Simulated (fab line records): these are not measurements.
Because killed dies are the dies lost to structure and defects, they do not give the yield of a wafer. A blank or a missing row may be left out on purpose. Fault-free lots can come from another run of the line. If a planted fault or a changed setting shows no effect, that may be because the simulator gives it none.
The tool behind it: which one? + flow nand-harc + 11 lots, 33 wafers sampled, at 5 steps of a route of 1159

## WHAT THE GAUGES READ, wafer by wafer
NHARC_END_SORT_01.
| lot  | measured     | on        | killed-at-array |
|------|--------------|-----------|-----------------|
| L556 | day 20 00:19 | prober-01 | 438 18 563      |
| L558 | day 21 00:59 | prober-02 | 408 25 456      |

## WHAT TOOL EACH LOT RAN ON (gives the tool, then ch and the chambers of the sampled wafers, and finally the start)
| lot  | NHARC_A_STAIRCASE_TRIM_187         | NHARC_A_STAIRCASE_TRIM_189                    | NHARC_A_STAIRCASE_ETCH_194                    | NHARC_A_STAIRCASE_ETCH_201         |
|------|------------------------------------|-----------------------------------------------|-----------------------------------------------|------------------------------------|
| L554 | rie-diel-01 ch 0,1,2, day 11 00:30 | rie-diel-01 ch 1,3, day 11 02:13 or earlier   | rie-diel-01 ch 0,1,2, day 11 02:13 or earlier | rie-diel-08 ch 0,1,2, day 11 02:13 |
| L557 | rie-diel-01 ch 1,2,3, day 11 13:33 | rie-diel-01 ch 1,2,3, day 11 15:32 or earlier | rie-diel-01 ch 1,2,3, day 11 15:32 or earlier | rie-diel-08 ch 0,2,3, day 11 15:32 |
| L556 | rie-diel-01 ch 0,2,3, day 11 13:47 | rie-diel-01 ch 0,3, day 11 15:37 or earlier   | rie-diel-01 ch 0,1,3, day 11 15:37 or earlier | rie-diel-08 ch 1,2,3, day 11 15:37 |
| L558 | rie-diel-08 ch 1,2, day 12 06:55   | rie-diel-08 ch 0,1, day 12 08:51 or earlier   | rie-diel-08 ch 1,2, day 12 08:51 or earlier   | rie-diel-08 ch 0,3, day 12 08:51   |
| L571 | rie-diel-09 ch 1,2,3, day 15 03:02 | rie-diel-09 ch 1,2, day 15 05:05 or earlier   | rie-diel-09 ch 1,2, day 15 05:05 or earlier   | rie-diel-08 ch 0,1,2, day 15 05:05 |
| L572 | rie-diel-08 ch 0,2,3, day 15 13:35 | rie-diel-08 ch 0,1,2, day 15 17:44 or earlier | rie-diel-08 ch 0,2,3, day 15 17:44 or earlier | rie-diel-01 ch 0,2,3, day 15 17:44 |
| L573 | rie-diel-01 ch 0,3, day 15 20:12   | rie-diel-01 ch 1,3, day 15 21:53 or earlier   | rie-diel-01 ch 2,3, day 15 21:53 or earlier   | rie-diel-01 ch 0,2,3, day 15 21:53 |
| L576 | rie-diel-09 ch 2,3, day 16 04:22   | rie-diel-09 ch 1,2,3, day 16 06:24 or earlier | rie-diel-09 ch 1,2, day 16 06:24 or earlier   | rie-diel-01 ch 1,2,3, day 16 06:24 |
| L574 | rie-diel-08 ch 1,2,3, day 16 04:46 | rie-diel-08 ch 0,2,3, day 16 06:52 or earlier | rie-diel-08 ch 0,2, day 16 06:52 or earlier   | rie-diel-01 ch 1,2, day 16 06:52   |
| L575 | rie-diel-08 ch 0,2,3, day 16 09:06 | rie-diel-08 ch 0,2,3, day 16 10:51 or earlier | rie-diel-08 ch 0,1,2, day 16 10:51 or earlier | rie-diel-08 ch 0,1, day 16 10:51   |
| L577 | rie-diel-08 ch 1,2, day 17 04:10   | rie-diel-08 ch 1,2, day 17 07:14 or earlier   | rie-diel-08 ch 0,1,2, day 17 07:14 or earlier | rie-diel-01 ch 0,1,2, day 17 07:14 |
- NHARC_A_STAIRCASE_TRIM_187: chemistry O2, time 211.2 s.
- NHARC_A_STAIRCASE_TRIM_189: chemistry O2, time 211.2 s.
- NHARC_A_STAIRCASE_ETCH_194: etches the open film in C4F8/O2, target depth 100 nm, time 40.5 s.
- NHARC_A_STAIRCASE_ETCH_201: etches the open film in C4F8/O2, target depth 100 nm, time 40.5 s.

## THE ANSWER, worked out from the rows above alone
Rule: the usual values come from the lots themselves. The widest of any qualifying gaps counts: lots, ordered by their means at a reading, are off when they make up no more than a third of the lots, leave a main group of 4 or more, and stand apart from it by 3 or more times the standard deviation of that group's means. A main group is skipped when, at the precision printed for the reading in the tables above, its means are all equal. Also off: a lot with no number at a reading for which 4 or more lots have one. Any other lot the step has rows for is counted as sound.
Across all readings shown, no lot is off: no conclusion can be drawn from this.

## WHAT THE SIMULATOR HAD INSERTED
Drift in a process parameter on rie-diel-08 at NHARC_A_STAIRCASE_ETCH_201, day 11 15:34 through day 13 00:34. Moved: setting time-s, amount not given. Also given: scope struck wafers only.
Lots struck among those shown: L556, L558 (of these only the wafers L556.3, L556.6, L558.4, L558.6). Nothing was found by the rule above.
